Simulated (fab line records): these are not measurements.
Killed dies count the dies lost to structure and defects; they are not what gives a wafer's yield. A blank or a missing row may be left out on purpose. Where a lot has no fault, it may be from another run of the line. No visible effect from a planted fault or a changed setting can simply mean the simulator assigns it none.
A lot that was struck, set against a sound lot ; flow n5Finfet ; 16 out of 1938 route steps
Sound: wafers L699.2, L699.5, L699.6. Struck: wafer L703.4. (L703.3 of the same lot was not struck and is left out.) The cause comes at the end.
Order at every step that has rows: each side's tool, ch and its chambers, its first start. Under that, the readings that differ: sound wafers ; struck wafers ; difference of the means ; sigmas: that difference in standard deviations of wafers without a fault.
alike: readings whose means differ by less than 2 such deviations, and words and numbers that are the same on both sides. not compared: withheld readings, readings that some wafer has no value for, bounds like >300 that may hide the same value, and numbers for which the record gives no deviation and whose values overlap.
A row with sigmas, a row that says differs or no value, or rows on one side alone: a step with any of these is where the two part. When numbers do not overlap yet have no deviation, they are printed without sigmas and do not part them. A reading missing from all wafers of one side parts the sides only when that side holds two or more wafers.

N5_GATE_CUT_STRIP_42: strips in O2.
  sound on rieDiel-02 ch 2,3, day 7 16:08; struck on rieDiel-04 ch 0, day 8 14:18
  alike: drypumpMotorCurrentA, oesProductAu, rfVppV, showerheadPlenumPTorr, throttleValvePct
  not compared: rfHoursCounterH
then, 4 steps without rows for these wafers: N5_GATE_CUT_ETCH_19 (etches SiNx in CH3F/O2, target depth 53.7 nm, time 76.7 s); N5_GATE_CUT_CUT_ETCH_53 (etches W in SF6/Cl2, target depth 79.2 nm); N5_GATE_CUT_CUT_ETCH_54 (etches TiN in Cl2/BCl3, target depth 96.7 nm); N5_GATE_CUT_CUT_ETCH_55 (etches HfO2 in BCl3, target depth 3.2 nm).
N5_GATE_CUT_ETCH_47: etches SiO2 in Cl2/BCl3, target depth 10 nm.
  sound on rieMetal-01 ch 0,1, day 7 16:26; struck on rieMetal-02 ch 0, day 8 14:37
  alike: drypumpMotorCurrentA, oes_ar_750_au, oesProductAu, throttleValvePct
  not compared: rfHoursCounterH
N5_GATE_CUT_VAPOR_ETCH_48: etches TiN in BCl3/Cl2.
  sound on rieMetal-01 ch 0,1, day 7 16:28; struck on rieMetal-02 ch 0, day 8 14:38
  alike: drypumpMotorCurrentA, oesProductAu
N5_GATE_CUT_VAPOR_ETCH_49: etches TiAlC in BCl3/Cl2.
  sound on rieMetal-01 ch 0,1, day 7 16:30; struck on rieMetal-02 ch 0, day 8 14:40
reading;sound;struck;difference;sigmas
drypumpMotorCurrentA (A);5.8 4.8 5.8;6.5;+1.0;+2
  alike: oesProductAu
then, 1 step without rows for these wafers: N5_GATE_CUT_VAPOR_ETCH_51 (etches HfO2 in BCl3/Cl2).
N5_GATE_CUT_STRIP_21: strips in N2/H2, time 30 s.
  sound on plasmaAsher-01 ch 0,1, day 7 16:35; struck on plasmaAsher-02 ch 0, day 8 14:46
reading;sound;struck;difference;sigmas
drypumpMotorCurrentA (A);5.7 5.7 5.7;4.9;-0.8;-2
heaterPowerW (W);303 307 332;377;+63;+2
  not compared: rfHoursCounterH
then, 2 steps without rows for these wafers: N5_GATE_CUT_STRIP_29 (strips in post etch residue remover, time 60 s); N5_GATE_CUT_SRD_52 (time 30 s).
N5_GATE_CUT_ALD_22: deposits SiNx, target thk 16 nm, pulse time 1 s, ald cycles 320.
  sound on aldSin-02 ch 0,1, day 7 16:44; struck on aldSin-02 ch 1, day 8 14:53
reading;sound;struck;difference;sigmas
aldCycles;320 320 320;200;-120;
model.SiNx_of_GATE_CUT_ALD_22.thkNm (nm);16 15.8 16;9.8;-6.1;
  alike: heaterPowerW, precursorPulseHeightRel
then, 1 step without rows for these wafers: N5_GATE_CUT_CMP_23 (polishes, stops on SiO2, t overpolish 23.4 s, target thk 16 nm).
-- record jumps: 3 days separate the struck wafers' starts on either side; left off in module GATE_CUT, taken up again in module BEOL_M4, whose first shown step is the route's number 1111 --
N5_BEOL_M4_RC_MEAS_101:
  sound on prober-02 ch 0, day 11 13:23; struck on prober-02 ch 0, day 11 22:59
reading;sound;struck;difference;sigmas
DIBL_P (mV/V);38 35 36;43;+7;+2
ION_N (uA/um);663 665 658;704;+42;+3
ION_P (uA/um);450 454 445;478;+28;+3
  alike: DIBL_N, IOFF_N, IOFF_P, SS_N, SS_P, VT_N, VT_P
then, 1 step without rows for these wafers: N5_PASSIVATION_PROBE_49.

== WHERE THEY PART ==
Earliest at N5_GATE_CUT_VAPOR_ETCH_49; latest, in this record, at N5_BEOL_M4_RC_MEAS_101.

WHY: whatever the simulator had introduced
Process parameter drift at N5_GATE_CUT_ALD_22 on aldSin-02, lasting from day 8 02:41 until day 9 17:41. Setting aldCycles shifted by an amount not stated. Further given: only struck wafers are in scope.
